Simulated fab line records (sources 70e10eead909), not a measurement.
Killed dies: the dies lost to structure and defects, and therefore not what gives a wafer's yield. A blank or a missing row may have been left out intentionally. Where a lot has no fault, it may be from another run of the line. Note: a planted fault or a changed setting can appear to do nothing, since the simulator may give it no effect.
fab line records	flow nand-harc
record: lots: 6	wafers: 18	last-day: 34
route steps=1302 shown A_SLIT@927 END@1302
lots with no fault: from the same line, run without faults
start-h: start of the lot's first displayed wafer, in hours after the record's first day	wait-h: time in hours since the lot's previous step	" as in the row above	L1.1+2: a single row standing in for several wafers	- no value, or no start given	* or withheld: withheld	< > ~ a bound
route shown NAME@n: a module of which the file shows steps, and the number in the route of the first	usual: mean and standard deviation over wafers with no fault	same: alike in all rows	chamber/n: place in a boat	sites: each site's reading	_std_site: standard deviation of those values	_edge_site: outer sites' mean less inner sites'	radius-mm: how far each site lies from the wafer's centre	mask NAME#n: copy n	behind: the last tool/chamber to shape the wafer	hold: the reason the lot was held/the length of the hold in hours/how it ended	device: transistor that didn't switch, given as n, p or np	end of line: the tests these same wafers got at the end of their route	a step without rows: its recipe alone	killed: at the first sort, the dies lost to defects and structure; wafer yield is something else	map: the dies of a wafer, with x for killed, . for not killed, _ for no die there
set.NAME: the setting that was run; set.NAME@STEP: the one run at that earlier step	model.NAME: the simulator's own value behind a step, which no gauge read
lots at selected steps of the route; one table per step, one row per wafer
services: from which hour (start-h, from the record's first day; less than 0 if before it) a tool's chamber was out of use, for how many hours, and why
== steps ==
step: NHARC_A_SLIT_COAT_03
recipe: spin-rpm: 1500	resist-thk-nm: 90
step: NHARC_A_SLIT_SOFTBAKE_04
recipe: temp-c: 105	time-s: 55
step: NHARC_A_SLIT_EBR_05
step: NHARC_A_SLIT_EXPOSE_06
recipe: na: 1.35	dose-mj: 60.82	mask-id: SLIT
step: NHARC_A_SLIT_PEB_07
recipe: peb-temp-c: 100	peb-time-s: 65
step: NHARC_A_SLIT_DEVELOP_08
recipe: develop-time-s: 35	dev-temp-c: 23
step: NHARC_A_SLIT_CD_MEAS_09
recipe: target-cd-nm: 300	landing-energy-ev: 500
usual: cd-nm: 299.9/0.66
lot.wafer	tool	chamber	start-h	wait-h	cd-nm
L520.1	cd-sem-01	0	498.45	-	299.6
L520.2	"	0	"	"	299.6
L520.4	"	0	"	"	300.5
L522.3	cd-sem-03	0	524.87	-	301.9
L522.4	"	0	"	"	299.9
L522.6	"	0	"	"	300.4
L528.2	cd-sem-03	0	599.85	-	299.9
L528.4	"	0	"	"	299.1
L528.5	"	0	"	"	300.1
L531.1	cd-sem-03	0	600.15	-	299.3
L531.2	"	0	"	"	300.1
L531.4	"	0	"	"	299.7
L530.1	cd-sem-01	0	611.58	-	299.8
L530.3	"	0	"	"	300.4
L530.6	"	0	"	"	299.0
L538.2	cd-sem-03	0	701.26	-	299.9
L538.4	"	0	"	"	300.7
L538.6	"	0	"	"	299.7
step: NHARC_A_SLIT_OVL_MEAS_10
usual: overlay-x-nm: 0.1/0.84	overlay-y-nm: 0.0/0.91
lot.wafer	tool	chamber	start-h	wait-h	overlay-x-nm	overlay-y-nm
L520.1	overlay-02	-	498.54	-	0.5	-0.9
L520.2	"	-	"	"	0.2	-0.7
L520.4	"	-	"	"	0.8	-1.0
L522.3	overlay-02	-	524.95	-	-1.3	0.3
L522.4	"	-	"	"	-0.6	0.2
L522.6	"	-	"	"	-0.8	-0.4
L528.2	overlay-02	-	599.94	-	1.5	1.6
L528.4	"	-	"	"	1.1	1.6
L528.5	"	-	"	"	1.1	1.5
L531.1	overlay-01	-	600.24	-	-0.7	0.3
L531.2	"	-	"	"	-0.7	0.5
L531.4	"	-	"	"	-1.0	0.9
L530.1	overlay-01	-	611.67	-	-1.2	-0.3
L530.3	"	-	"	"	-1.5	-0.2
L530.6	"	-	"	"	-0.9	-0.3
L538.2	overlay-02	-	701.34	-	-0.9	1.7
L538.4	"	-	"	"	-1.0	1.0
L538.6	"	-	"	"	-1.4	1.9
step: NHARC_A_SLIT_INSPECT_11
usual: raw-defect-count: 59/28
lot.wafer	tool	chamber	start-h	wait-h	raw-defect-count
L520.1	defect-inspect-02	-	498.57	0.0	31
L520.2	"	-	"	"	30
L520.4	"	-	"	"	26
L522.3	defect-inspect-02	-	524.99	0.0	122
L522.4	"	-	"	"	122
L522.6	"	-	"	"	117
L528.2	defect-inspect-01	-	599.97	0.0	49
L528.4	"	-	"	"	52
L528.5	"	-	"	"	51
L531.1	defect-inspect-01	-	600.28	0.0	26
L531.2	"	-	"	"	25
L531.4	"	-	"	"	10
L530.1	defect-inspect-02	-	611.70	0.0	100
L530.3	"	-	"	"	94
L530.6	"	-	"	"	77
L538.2	defect-inspect-01	-	701.38	0.0	48
L538.4	"	-	"	"	52
L538.6	"	-	"	"	69
step: NHARC_A_SLIT_DESCUM_14
recipe: time-s: 3	o2-flow-sccm: 200	ar-flow-sccm: 0	bias-power-w: 0	chemistry: O2
usual: drypump-motor-current-A: 5.8/0.3	o2-flow-sccm: 200.1/0.57	oes-product-au: 1.001/0.011	rf-vpp-V: 57.7/0.94	showerhead-plenum-p-Torr: 1.90/0.098	throttle-valve-pct: 11.312/0.0089
lot.wafer	tool	chamber	start-h	wait-h	drypump-motor-current-A	o2-flow-sccm	oes-product-au	rf-hours-counter-h	rf-vpp-V	showerhead-plenum-p-Torr	throttle-valve-pct
L520.2	rie-diel-02	3	498.63	0.1	6.2	200.1	1.022	4	57.9	1.95	11.310
L520.1	"	0	"	"	6.3	200.0	0.982	4	57.8	1.79	11.302
L520.4	"	1	"	"	5.7	201.2	1.001	3	57.0	2.01	11.327
L522.3	rie-diel-01	0	525.05	0.1	6.0	200.9	0.993	10	56.4	1.80	11.301
L522.4	"	2	"	"	5.8	200.4	0.989	7	57.1	2.05	11.314
L522.6	"	0	"	"	6.1	200.1	0.998	-	55.9	1.80	11.301
L528.4	rie-diel-07	1	600.05	0.1	5.5	199.4	1.000	4	58.0	1.90	11.304
L528.2	"	2	"	"	5.6	201.1	1.002	5	56.5	1.77	11.329
L528.5	"	3	"	"	5.3	201.1	0.986	-	59.7	1.83	11.313
L531.1	rie-diel-01	2	600.34	0.1	5.7	199.9	0.981	2	58.8	2.04	11.313
L531.2	"	0	"	"	6.0	199.9	0.987	2	57.1	1.80	11.311
L531.4	"	1	"	"	5.4	199.4	0.986	2	57.6	1.82	11.313
L530.3	rie-diel-07	2	611.77	0.1	5.6	199.6	0.997	6	57.6	1.77	11.298
L530.1	"	0	"	"	5.9	199.9	1.023	6	58.2	2.02	11.313
L530.6	"	2	"	"	5.6	199.7	0.997	-	57.6	1.77	11.317
L538.4	rie-diel-01	0	701.45	0.1	6.0	198.4	0.977	6	57.4	1.79	11.316
L538.2	"	2	"	"	5.8	199.6	0.977	7	56.8	2.04	11.320
L538.6	"	0	"	"	6.0	200.3	0.992	-	57.1	1.80	11.326
step: NHARC_A_SLIT_ETCH_24
recipe: target-depth-a: 1210	time-s: 60.5	cf4-flow-sccm: 100	chf3-flow-sccm: 30	ar-flow-sccm: 0	rf-w: 500	bias-w: 200	chemistry: CF4/CHF3
usual: cf4-flow-sccm: 100.0/0.3	drypump-motor-current-A: 5.74/0.29	oes-product-au: 0.965/0.017	rf-vpp-V: 370.3/2.6	showerhead-plenum-p-Torr: 1.57/0.076	throttle-valve-pct: 16.802/0.0096
lot.wafer	tool	chamber	start-h	wait-h	cf4-flow-sccm	drypump-motor-current-A	oes-product-au	rf-hours-counter-h	rf-vpp-V	showerhead-plenum-p-Torr	throttle-valve-pct
L520.2	rie-diel-02	0	498.72	0.1	100.3	6.29	0.957	4	367.3	1.48	16.806
L520.4	"	1	"	"	100.2	5.67	0.973	3	373.7	1.65	16.802
L520.1	"	2	"	"	100.4	5.85	0.995	3	368.7	1.53	16.790
L522.4	rie-diel-01	1	525.15	0.1	99.6	5.41	0.965	9	368.2	1.50	16.783
L522.3	"	2	"	"	100.0	5.72	0.973	7	375.4	1.68	16.790
L522.6	"	0	"	"	100.3	6.00	0.954	-	366.8	1.48	16.819
L528.4	rie-diel-07	3	600.13	0.1	99.7	5.27	0.964	5	368.8	1.51	16.798
L528.2	"	0	"	"	100.1	5.92	0.970	4	373.4	1.66	16.800
L528.5	"	1	"	"	100.0	5.43	0.983	-	368.7	1.56	16.782
L531.1	rie-diel-01	1	600.43	0.1	100.1	5.39	0.963	2	368.6	1.50	16.792
L531.2	"	2	"	"	99.5	5.77	0.952	2	374.2	1.68	16.790
L531.4	"	3	"	"	99.8	5.84	0.946	1	372.9	1.66	16.809
L530.3	rie-diel-07	3	611.85	0.1	99.8	5.29	0.966	6	369.3	1.51	16.807
L530.1	"	0	"	"	99.8	5.90	0.992	6	372.1	1.66	16.792
L530.6	"	3	"	"	100.0	5.27	0.972	-	369.1	1.51	16.815
L538.4	rie-diel-01	0	701.54	0.1	99.4	6.04	0.950	6	366.4	1.48	16.818
L538.2	"	1	"	"	100.0	5.39	0.974	6	368.9	1.50	16.794
L538.6	"	2	"	"	100.0	5.71	0.967	-	374.1	1.67	16.795
step: NHARC_A_SLIT_ETCH_15
recipe: target-depth-a: 62000	over-etch-frac: 0.3	time-s: 1612	ion-energy-ev: 150	o2-flow-sccm: 400	cos-flow-sccm: 20	ar-flow-sccm: 0	rf-w: 500	bias-w: 300	chemistry: O2/COS
usual: drypump-motor-current-A: 5.77/0.3	o2-flow-sccm: 400.0/1.2	oes-product-au: 1.001/0.011	rf-vpp-V: 313.9/2.3	showerhead-plenum-p-Torr: 3.10/0.15	throttle-valve-pct: 28.330/0.0081
same: over-etch-frac: 0.3
lot.wafer	tool	chamber	start-h	wait-h	drypump-motor-current-A	o2-flow-sccm	oes-product-au	rf-hours-counter-h	rf-vpp-V	showerhead-plenum-p-Torr	throttle-valve-pct
L520.2	rie-diel-02	2	-	-	5.86	400.5	1.021	4	314.0	3.04	28.339
L520.1	"	3	"	"	6.26	401.2	1.016	4	314.9	3.18	28.331
L520.4	"	0	"	"	6.32	400.0	0.982	4	310.8	2.93	28.328
L522.4	rie-diel-01	3	-	-	5.87	401.3	0.981	8	316.9	3.29	28.335
L522.3	"	2	"	"	5.77	400.3	1.009	8	317.7	3.33	28.309
L522.6	"	3	"	"	5.87	400.7	0.990	-	316.3	3.29	28.346
L528.2	rie-diel-07	0	-	-	5.88	400.3	1.012	5	315.0	3.29	28.331
L528.4	"	2	"	"	5.65	400.5	1.001	5	311.5	2.90	28.332
L528.5	"	3	"	"	5.34	399.4	0.995	-	310.5	3.00	28.340
L531.4	rie-diel-01	2	-	-	5.76	399.8	0.991	3	316.7	3.32	28.329
L531.1	"	0	"	"	6.03	401.7	0.994	2	312.1	2.94	28.326
L531.2	"	1	"	"	5.40	396.7	1.001	2	311.0	2.98	28.335
L530.3	rie-diel-07	3	-	-	5.32	399.0	1.001	7	311.8	3.00	28.344
L530.1	"	0	"	"	5.92	399.8	1.011	6	316.7	3.29	28.337
L530.6	"	1	"	"	5.47	399.7	0.998	-	314.6	3.10	28.338
L538.2	rie-diel-01	3	-	-	5.84	399.8	1.003	6	317.1	3.29	28.332
L538.4	"	0	"	"	5.97	399.7	0.990	7	311.6	2.94	28.333
L538.6	"	3	"	"	5.84	398.5	0.995	-	316.1	3.29	28.340
step: NHARC_A_SLIT_ETCH_17
recipe: bias-v: 900	source-w: withheld	pressure-mtorr: 20	ar-flow-sccm: 375	c4f8-flow-sccm: 83.3	o2-flow-sccm: 41.7	time-s: 4254.5	target-depth-a: 2.03e+05	chemistry: C4F8/O2/Ar
usual: drypump-motor-current-A: 5.98/0.096	o2-flow-sccm: 41.71/0.12	showerhead-plenum-p-Torr: 3.68/0.099	throttle-valve-pct: 32.045/0.0091
lot.wafer	tool	chamber	start-h	wait-h	drypump-motor-current-A	o2-flow-sccm	rf-hours-counter-h	showerhead-plenum-p-Torr	throttle-valve-pct	model.A_SLIT.cd-nm
L520.2	har-etch-01	1	499.89	-	5.81	41.72	272	3.64	32.041	288.1
L520.1	"	0	"	"	5.97	41.73	272	3.64	32.045	288.1
L520.4	"	1	"	"	5.82	41.53	-	3.64	32.046	288.1
L522.4	har-etch-02	0	527.63	-	6.11	41.62	-	3.67	32.045	289.3
L522.3	"	1	"	"	6.04	41.71	-	3.88	32.037	289.3
L522.6	"	1	529.43	-	6.04	41.72	-	3.88	32.024	289.3
L528.2	har-etch-01	1	601.27	-	5.83	41.62	325	3.61	32.055	288.7
L528.4	"	0	603.07	-	5.95	41.86	-	3.61	32.058	288.7
L528.5	"	0	604.27	-	5.97	41.89	-	3.61	32.042	288.7
L531.2	har-etch-02	1	601.59	-	6.05	41.91	120	3.85	32.053	289.5
L531.1	"	0	"	"	6.15	41.77	120	3.65	32.046	286
L531.4	"	0	603.39	-	6.14	41.80	-	3.65	32.043	286
L530.1	har-etch-02	1	614.07	-	6.03	41.87	127	3.85	32.055	288
L530.3	"	1	615.29	-	6.04	41.86	-	3.85	32.024	288
L530.6	"	0	617.12	-	6.06	41.48	-	3.64	32.055	285.2
L538.2	har-etch-01	0	706.24	-	5.96	41.75	386	3.58	32.048	288.6
L538.4	"	0	707.46	-	5.96	41.66	-	3.58	32.044	288.6
L538.6	"	0	708.69	-	5.94	41.60	-	3.58	32.055	288.6
step: NHARC_A_SLIT_ETCH_26
recipe: bias-v: 400	source-w: 2000	pressure-mtorr: 25	time-s: 90	ar-flow-sccm: 375	c4f8-flow-sccm: 41.7	o2-flow-sccm: 83.3	target-depth-a: 4000	chemistry: C4F8/O2/Ar
usual: drypump-motor-current-A: 5.98/0.11	o2-flow-sccm: 83.30/0.26	showerhead-plenum-p-Torr: 3.71/0.1	throttle-valve-pct: 27.619/0.0079
lot.wafer	tool	chamber	start-h	wait-h	drypump-motor-current-A	o2-flow-sccm	rf-hours-counter-h	showerhead-plenum-p-Torr	throttle-valve-pct
L520.2	har-etch-01	1	503.54	3.0	5.91	82.93	275	3.67	27.608
L520.1	"	0	"	"	5.94	83.11	275	3.67	27.620
L520.4	"	1	"	"	5.89	82.89	-	3.67	27.612
L522.4	har-etch-02	0	530.09	1.9	6.12	83.50	-	3.70	27.617
L522.3	"	1	"	"	6.05	83.00	-	3.92	27.631
L522.6	"	1	"	"	6.05	82.92	-	3.92	27.631
L528.2	har-etch-01	1	604.87	3.0	5.83	83.44	328	3.64	27.627
L528.4	"	0	"	"	5.97	83.05	-	3.64	27.616
L528.5	"	0	"	"	5.96	83.16	-	3.64	27.611
L531.2	har-etch-02	1	605.18	3.0	6.07	83.33	123	3.89	27.604
L531.1	"	0	"	"	6.14	83.47	123	3.68	27.625
L531.4	"	0	"	"	6.13	83.10	-	3.68	27.619
L530.1	har-etch-02	1	617.73	3.0	6.04	83.36	130	3.89	27.610
L530.3	"	1	"	"	6.04	83.40	-	3.89	27.621
L530.6	"	0	"	"	6.16	83.42	-	3.67	27.625
L538.2	har-etch-01	0	709.34	2.5	5.97	83.53	389	3.61	27.628
L538.4	"	0	"	"	5.95	83.12	-	3.61	27.615
L538.6	"	0	"	"	5.96	83.24	-	3.61	27.613
step: NHARC_A_SLIT_STRIP_28
recipe: o2-flow-sccm: 400	cos-flow-sccm: 20	ar-flow-sccm: 0	bias-w: 0	chemistry: O2/COS
step: NHARC_A_SLIT_ETCH_29
recipe: target-depth-a: 1000	overetch-a: 100	time-s: 55	ion-energy-ev: 100	cf4-flow-sccm: 80	o2-flow-sccm: 20	ar-flow-sccm: 0	rf-w: 300	bias-w: 100	chemistry: CF4/O2
usual: cf4-flow-sccm: 79.97/0.24	drypump-motor-current-A: 5.82/0.3	o2-flow-sccm: 20.00/0.068	oes-product-au: 1.001/0.012	rf-vpp-V: 197.6/1.6	showerhead-plenum-p-Torr: 1.33/0.066	throttle-valve-pct: 13.397/0.009
lot.wafer	tool	chamber	start-h	wait-h	cf4-flow-sccm	drypump-motor-current-A	o2-flow-sccm	oes-product-au	rf-hours-counter-h	rf-vpp-V	showerhead-plenum-p-Torr	throttle-valve-pct	model.A_SLIT.cd-nm
L520.1	rie-diel-01	1	504.43	0.1	79.55	5.40	20.08	1.019	8.3	195.7	1.27	13.384	288.4
L520.4	"	2	"	"	79.79	5.72	19.95	0.997	6.4	200.0	1.43	13.400	288.2
L520.2	"	3	"	"	80.00	5.86	19.99	0.973	6.2	199.0	1.41	13.398	287.7
L522.3	rie-diel-01	1	530.92	0.1	79.90	5.42	20.04	1.021	10.0	195.6	1.27	13.405	289.2
L522.4	"	3	"	"	79.46	5.87	19.95	0.987	8.7	199.2	1.41	13.399	288.4
L522.6	"	1	"	"	79.79	5.39	19.96	1.010	-	199.0	1.27	13.397	289.3
L528.2	rie-diel-07	3	605.76	0.1	79.79	5.28	19.90	0.994	6.0	197.0	1.28	13.403	289
L528.4	"	0	"	"	79.92	5.90	20.05	1.003	5.3	198.3	1.41	13.386	289.2
L528.5	"	1	"	"	79.47	5.50	20.04	1.001	-	196.7	1.33	13.391	288.8
L531.1	rie-diel-01	0	606.07	0.1	80.27	6.03	20.00	0.996	2.5	197.2	1.26	13.391	287.4
L531.4	"	2	"	"	79.95	5.74	19.88	1.010	3.5	198.5	1.42	13.393	288.4
L531.2	"	3	"	"	79.73	5.83	20.03	0.982	2.4	197.9	1.41	13.400	288.8
L530.3	rie-diel-02	3	618.63	0.1	79.78	6.29	19.92	0.986	2.1	196.9	1.36	13.406	288.1
L530.1	"	1	"	"	79.73	5.68	20.01	1.003	1.2	198.9	1.40	13.380	288.7
L530.6	"	2	"	"	79.98	5.83	19.89	1.035	-	198.1	1.30	13.390	287.9
L538.2	rie-diel-07	0	710.19	0.1	79.64	5.89	20.02	1.008	2.7	198.1	1.41	13.387	288.6
L538.4	"	3	"	"	79.96	5.25	19.95	1.002	3.1	196.8	1.28	13.397	288.4
L538.6	"	0	"	"	79.81	5.88	20.07	1.015	-	200.8	1.41	13.388	288.4
step: NHARC_A_SLIT_STRIP_18
recipe: o2-flow-sccm: 500	ar-flow-sccm: 0	bias-w: 0	chemistry: O2
usual: drypump-motor-current-A: 5.83/0.29	o2-flow-sccm: 500.0/1.6	oes-product-au: 1.000/0.013	rf-vpp-V: 57.6/0.93	showerhead-plenum-p-Torr: 3.51/0.17	throttle-valve-pct: 17.036/0.0095
lot.wafer	tool	chamber	start-h	wait-h	drypump-motor-current-A	o2-flow-sccm	oes-product-au	rf-hours-counter-h	rf-vpp-V	showerhead-plenum-p-Torr	throttle-valve-pct
L520.4	rie-diel-01	0	-	-	6.01	500.3	0.986	8.1	57.4	3.33	17.047
L520.2	"	1	"	"	5.42	499.4	1.019	8.4	58.2	3.37	17.041
L520.1	"	2	"	"	5.72	500.5	0.995	6.4	59.1	3.76	17.039
L522.4	rie-diel-01	2	-	-	5.74	499.2	1.002	7.9	58.7	3.76	17.042
L522.3	"	3	"	"	5.92	501.1	0.991	8.7	57.9	3.72	17.041
L522.6	"	2	"	"	5.75	502.6	0.994	-	58.8	3.75	17.035
L528.4	rie-diel-07	0	-	-	5.93	500.7	1.018	5.4	58.5	3.71	17.043
L528.2	"	3	"	"	5.30	499.6	0.998	6.0	56.2	3.39	17.041
L528.5	"	1	"	"	5.47	499.7	1.007	-	57.0	3.50	17.037
L531.1	rie-diel-01	0	-	-	6.02	497.1	0.998	2.6	56.4	3.33	17.034
L531.2	"	1	"	"	5.41	501.2	1.004	2.7	57.4	3.37	17.029
L531.4	"	3	"	"	5.83	500.8	1.005	2.5	58.3	3.71	17.035
L530.3	rie-diel-02	2	-	-	5.90	500.9	1.020	1.5	58.3	3.43	17.034
L530.1	"	3	"	"	6.23	501.0	0.983	2.2	58.6	3.59	17.030
L530.6	"	1	"	"	5.71	502.2	0.995	-	58.1	3.69	17.057
L538.4	rie-diel-07	1	-	-	5.51	500.6	1.005	3.4	56.9	3.50	17.017
L538.2	"	0	"	"	5.93	499.7	1.001	2.7	59.1	3.71	17.044
L538.6	"	1	"	"	5.53	500.0	1.004	-	56.7	3.50	17.048
step: NHARC_END_SORT_01
recipe: temp-c: 25
usual: killed-at-array: 56/17	killed-at-other: 0.9/1.2	killed-at-periphery: 3.9/2.5	killed-dies: 61/17	killed-open: 3.2/1.8	killed-short: 2.7/1.7
same: gross-dies: 677
lot.wafer	tool	chamber	start-h	wait-h	killed-at-array	killed-at-other	killed-at-periphery	killed-dies	killed-open	killed-short
L520.1	prober-01	0	616.78	2.5	50	0	0	50	2	1
L520.2	prober-01	0	617.58	2.8	36	3	1	40	4	1
L520.4	prober-01	0	619.18	3.4	38	2	2	42	3	1
L522.3	prober-01	0	633.71	3.1	63	1	2	66	3	5
L522.4	prober-01	0	634.51	3.4	69	1	3	73	5	2
L522.6	prober-01	0	636.10	4.0	71	0	1	72	1	4
L531.1	prober-01	0	710.65	2.5	27	0	3	30	2	1
L531.2	prober-01	0	711.43	2.8	32	0	3	35	4	3
L531.4	prober-01	0	712.99	3.4	21	1	2	24	0	1
L528.2	prober-02	0	711.39	2.8	52	0	4	56	5	2
L528.4	prober-02	0	712.97	3.4	53	0	2	55	1	1
L528.5	prober-02	0	713.76	3.7	50	0	3	53	1	5
L530.1	prober-01	0	731.39	2.5	71	3	5	79	8	4
L530.3	prober-01	0	732.98	3.1	69	1	4	74	3	6
L530.6	prober-01	0	735.37	4.0	56	0	1	57	6	2
L538.2	prober-01	0	817.92	2.8	63	0	7	70	1	5
L538.4	prober-01	0	819.53	3.4	68	1	3	72	3	2
L538.6	prober-01	0	821.13	4.0	76	0	7	83	4	0
killed by level:class
L520.1 A_SLIT:chamber-film-flake=20 A_CHANNEL_HOLE_D2:chamber-film-flake=14 A_STAIRCASE:chamber-film-flake=8 A_CHANNEL_HOLE_D1:chamber-film-flake=3 A_CONTACT:chamber-film-flake=2 A_ONON_D1:geometric-particle:open=1 A_WL_FILL:geometric-particle:short=1 A_BLC:geometric-particle:open=1
L520.2 A_SLIT:chamber-film-flake=13 A_STAIRCASE:chamber-film-flake=8 A_CHANNEL_HOLE_D2:chamber-film-flake=4 A_CHANNEL_HOLE_D1:chamber-film-flake=3 A_WL_FILL:chamber-film-flake=2 THIN_TSV:chamber-film-flake=2 A_ONON_D1:geometric-particle:open=1 A_CHANNEL_FILL_D1:geometric-particle:open=1
L520.4 A_SLIT:chamber-film-flake=13 A_CHANNEL_HOLE_D1:chamber-film-flake=8 A_STAIRCASE:chamber-film-flake=8 A_WL_FILL:chamber-film-flake=5 A_CONTACT:chamber-film-flake=2 THIN_TSV:chamber-film-flake=2 P_STI:geometric-particle:open=1 P_M1:geometric-particle:open=1
L522.3 A_CHANNEL_HOLE_D1:chamber-film-flake=26 A_CHANNEL_HOLE_D2:chamber-film-flake=19 A_STAIRCASE:chamber-film-flake=8 A_M1:geometric-particle:short=2 A_SOURCE_PLATE:geometric-particle:short=1 A_ONON_D2:geometric-particle:open=1 A_CHANNEL_HOLE_D2:geometric-particle:short=1 A_CHANNEL_FILL_D2:geometric-particle:open=1
L522.4 A_CHANNEL_HOLE_D1:chamber-film-flake=26 A_CHANNEL_HOLE_D2:chamber-film-flake=19 A_CONTACT:chamber-film-flake=6 A_STAIRCASE:chamber-film-flake=5 A_DECK1_JOINT:chamber-film-flake=4 A_SGD_CUT:chamber-film-flake=3 A_ONON_D1:geometric-particle:open=2 A_M0:geometric-particle:open=2
L522.6 A_CHANNEL_HOLE_D2:chamber-film-flake=27 A_CHANNEL_HOLE_D1:chamber-film-flake=27 A_STAIRCASE:chamber-film-flake=6 A_CONTACT:chamber-film-flake=3 A_SGD_CUT:chamber-film-flake=2 P_CONTACT:geometric-particle:short=1 A_CHANNEL_HOLE_D1:geometric-particle:short=1 A_CHANNEL_FILL_D1:geometric-particle:short=1
L531.1 A_CHANNEL_HOLE_D1:chamber-film-flake=8 A_CONTACT:chamber-film-flake=6 A_STAIRCASE:chamber-film-flake=4 P_STI:chamber-film-flake=3 A_SLIT:chamber-film-flake=3 A_CHANNEL_FILL_D1:geometric-particle:short=1 A_SLIT:geometric-particle:open=1 A_M0:geometric-particle:open=1
L528.2 A_CHANNEL_HOLE_D2:chamber-film-flake=22 A_SLIT:chamber-film-flake=15 A_CHANNEL_HOLE_D1:chamber-film-flake=5 P_STI:chamber-film-flake=3 A_M1:geometric-particle:open=2 A_CONTACT:chamber-film-flake=2 A_CHANNEL_FILL_D1:geometric-particle:open=1 A_CHANNEL_FILL_D2:geometric-particle:short=1
L531.2 A_CHANNEL_HOLE_D1:chamber-film-flake=13 A_STAIRCASE:chamber-film-flake=4 A_SLIT:chamber-film-flake=3 A_CONTACT:chamber-film-flake=3 A_CHANNEL_HOLE_D1:geometric-particle:open=2 P_STI:chamber-film-flake=2 A_CHANNEL_FILL_D2:chamber-film-flake=2 P_STI:geometric-particle:open=1
L528.4 A_SLIT:chamber-film-flake=26 A_CHANNEL_HOLE_D2:chamber-film-flake=16 A_CHANNEL_HOLE_D1:chamber-film-flake=4 A_ZERO_WELL:chamber-film-flake=2 A_CONTACT:chamber-film-flake=2 A_WL_FILL:geometric-particle:short=1 A_CONTACT:geometric-particle:open=1 P_STI:chamber-film-flake=1
L531.4 A_CHANNEL_HOLE_D1:chamber-film-flake=8 A_CONTACT:chamber-film-flake=5 A_SLIT:chamber-film-flake=4 A_M1:chamber-film-flake=2 A_WL_FILL:geometric-particle:short=1 P_ZERO_WELL:chamber-film-flake=1 P_STI:chamber-film-flake=1 A_WL_FILL:chamber-film-flake=1
L528.5 A_SLIT:chamber-film-flake=19 A_CHANNEL_HOLE_D2:chamber-film-flake=14 A_CHANNEL_HOLE_D1:chamber-film-flake=5 A_CONTACT:chamber-film-flake=4 A_WL_FILL:chamber-film-flake=2 P_CONTACT:geometric-particle:short=1 A_DECK1_JOINT:geometric-particle:short=1 A_ONON_D2:geometric-particle:short=1
L530.1 A_CHANNEL_HOLE_D1:chamber-film-flake=35 A_CHANNEL_HOLE_D2:chamber-film-flake=14 A_ZERO_WELL:chamber-film-flake=4 A_SLIT:chamber-film-flake=4 A_M0:geometric-particle:open=3 THIN_TSV:chamber-film-flake=3 P_M0:geometric-particle:open=2 P_GATE:chamber-film-flake=2
L530.3 A_CHANNEL_HOLE_D1:chamber-film-flake=37 A_CHANNEL_HOLE_D2:chamber-film-flake=16 A_CONTACT:chamber-film-flake=6 P_CONTACT:chamber-film-flake=2 A_ZERO_WELL:chamber-film-flake=2 P_CONTACT:geometric-particle:open=1 P_CONTACT:geometric-particle:short=1 A_ONON_D1:geometric-particle:short=1
L530.6 A_CHANNEL_HOLE_D1:chamber-film-flake=27 A_CHANNEL_HOLE_D2:chamber-film-flake=11 A_SLIT:chamber-film-flake=5 A_ONON_D2:geometric-particle:open=2 A_M0:geometric-particle:open=2 A_CONTACT:chamber-film-flake=2 A_ONON_D1:geometric-particle:open=1 A_CHANNEL_FILL_D2:geometric-particle:short=1
L538.2 A_SLIT:chamber-film-flake=22 A_CHANNEL_HOLE_D2:chamber-film-flake=22 P_CONTACT:chamber-film-flake=4 A_STAIRCASE:chamber-film-flake=4 A_CONTACT:chamber-film-flake=4 A_BLC:chamber-film-flake=3 A_ONON_D2:geometric-particle:short=2 P_ZERO_WELL:chamber-film-flake=2
L538.4 A_SLIT:chamber-film-flake=33 A_CHANNEL_HOLE_D2:chamber-film-flake=14 A_BLC:chamber-film-flake=9 A_CONTACT:chamber-film-flake=5 A_ONON_D2:geometric-particle:short=1 A_WL_FILL:geometric-particle:short=1 A_BLC:geometric-particle:open=1 A_M0:geometric-particle:open=1
L538.6 A_CHANNEL_HOLE_D2:chamber-film-flake=27 A_SLIT:chamber-film-flake=27 A_CONTACT:chamber-film-flake=7 A_STAIRCASE:chamber-film-flake=5 P_CONTACT:chamber-film-flake=4 A_BLC:chamber-film-flake=4 A_DECK1_JOINT:chamber-film-flake=2 P_M0:geometric-particle:open=1
== services ==
tool	chamber	start-h	hours	kind
rie-diel-01	0	488.31	-	clean
rie-diel-01	1	488.31	-	clean
rie-diel-01	2	488.31	-	clean
rie-diel-01	3	488.31	-	clean
rie-diel-01	1	488.87	2.8	repair
rie-diel-02	2	506.94	11.9	repair
rie-diel-01	0	512.81	-	clean
rie-diel-01	1	512.81	-	clean
rie-diel-01	2	512.81	-	clean
rie-diel-01	3	512.81	-	clean
rie-diel-01	0	537.31	-	clean
rie-diel-01	1	537.31	-	clean
rie-diel-01	2	537.31	-	clean
rie-diel-01	-	558.31	9.0	pm
rie-diel-02	-	562.29	1.1	repair
rie-diel-02	-	570.70	9.0	pm
rie-diel-02	0	613.02	13.6	repair
har-etch-01	-	629.44	0.3	repair
rie-diel-07	-	648.26	9.0	pm
rie-diel-02	1	650.13	5.1	repair
rie-diel-01	1	657.18	6.9	repair
rie-diel-01	-	659.24	0.2	repair
rie-diel-07	2	666.98	6.3	repair
rie-diel-01	3	677.42	9.3	repair
== key ==
first-sign none at tools or gauges
model-effect: step: NHARC_A_SLIT_ETCH_17	value: A_SLIT.cd-nm	without: 289	struck: 285.7
model-effect: step: NHARC_A_SLIT_ETCH_29	value: A_SLIT.cd-nm	without: 289.6	struck: 287.9
met-at NHARC_A_SLIT_ETCH_17
struck-wafers L530.6,L531.1,L531.4
tester-left-out L530,L531
onset-between 527.63 601.59
fault: kind: process-parameter-drift	tool: har-etch-02	chamber: 0	onset-h: 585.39	steps: NHARC_A_SLIT_ETCH_17	channel: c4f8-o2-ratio	offset: 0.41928	shape: step	end-h: 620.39	acts-in: these-recipes-only	stated: 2
tester-left-out: of these lots the tester's yield and bins aren't shown, on N5 and GAA mostly nor the transistor test; their killed dies are dies lost to structure and defects alone, not to doping, threshold or leakage, so they don't give the yield
